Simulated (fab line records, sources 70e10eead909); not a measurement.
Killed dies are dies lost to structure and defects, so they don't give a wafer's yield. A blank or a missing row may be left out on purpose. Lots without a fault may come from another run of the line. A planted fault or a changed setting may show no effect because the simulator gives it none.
Which tool did it? | flow nand_harc | 6 lots, 18 wafers sampled, at 3 steps of a route of 1159

WHAT THE GAUGES READ, wafer by wafer
NHARC_A_BONDPAD_CD_MEAS_13.
lot  | measured     | on        | cd_nm (nm)
L516 | day 18 16:59 | cd_sem-01 | 501.2 496.4 496.3
L518 | day 19 08:04 | cd_sem-03 | 499.2 503.1 497.5
L522 | day 20 09:49 | cd_sem-03 | 502.0 501.4 501.8
L528 | day 22 12:02 | cd_sem-03 | 495.6 499.3 496.8
L532 | day 23 00:41 | cd_sem-01 | 494.1 495.1 496.8
L537 | day 24 00:35 | cd_sem-03 | 502.3 497.7 498.4

WHICH TOOL RAN EACH LOT (tool, then ch and the chambers of the sampled wafers, then the start)
lot  | NHARC_A_M1_PRE_CLEAN_30      | NHARC_A_BONDPAD_DESCUM_11
L516 | pvd_sputter-01, day 18 12:45 | rie_diel-05 ch 0,1,2, day 18 16:41
L518 | pvd_sputter-01, day 19 04:07 | rie_diel-06 ch 0,1,3, day 19 07:44
L522 | pvd_sputter-01, day 20 05:48 | rie_diel-05 ch 0,1,3, day 20 09:30
L528 | pvd_sputter-03, day 22 08:08 | rie_diel-06 ch 1,2,3, day 22 11:40
L532 | pvd_sputter-02, day 22 20:43 | rie_diel-06 ch 1,3, day 23 00:22
L537 | pvd_sputter-03, day 23 20:47 | rie_diel-05 ch 0,1,3, day 24 00:17
- NHARC_A_M1_PRE_CLEAN_30: time 30 s.
- NHARC_A_BONDPAD_DESCUM_11: chemistry O2, time 3 s.

THE ANSWER, worked out from the rows above alone
Rule: what is usual is taken from the lots themselves. Put in order of their means at a reading, lots are off if they are a third of the lots or fewer, leave a main group of 4 or more, and stand apart from it by a gap of 3 or more times the standard deviation of the main group's means; of several such gaps the widest counts. A main group whose means are all the same, to the digits that the tables above print for the reading, isn't used. A lot without any number at a reading at which 4 lots or more have one is off too. The other lots that the step has rows for count as sound.
No lot is off at any reading shown: from this, nothing can be told.

WHAT THE SIMULATOR HAD PUT IN
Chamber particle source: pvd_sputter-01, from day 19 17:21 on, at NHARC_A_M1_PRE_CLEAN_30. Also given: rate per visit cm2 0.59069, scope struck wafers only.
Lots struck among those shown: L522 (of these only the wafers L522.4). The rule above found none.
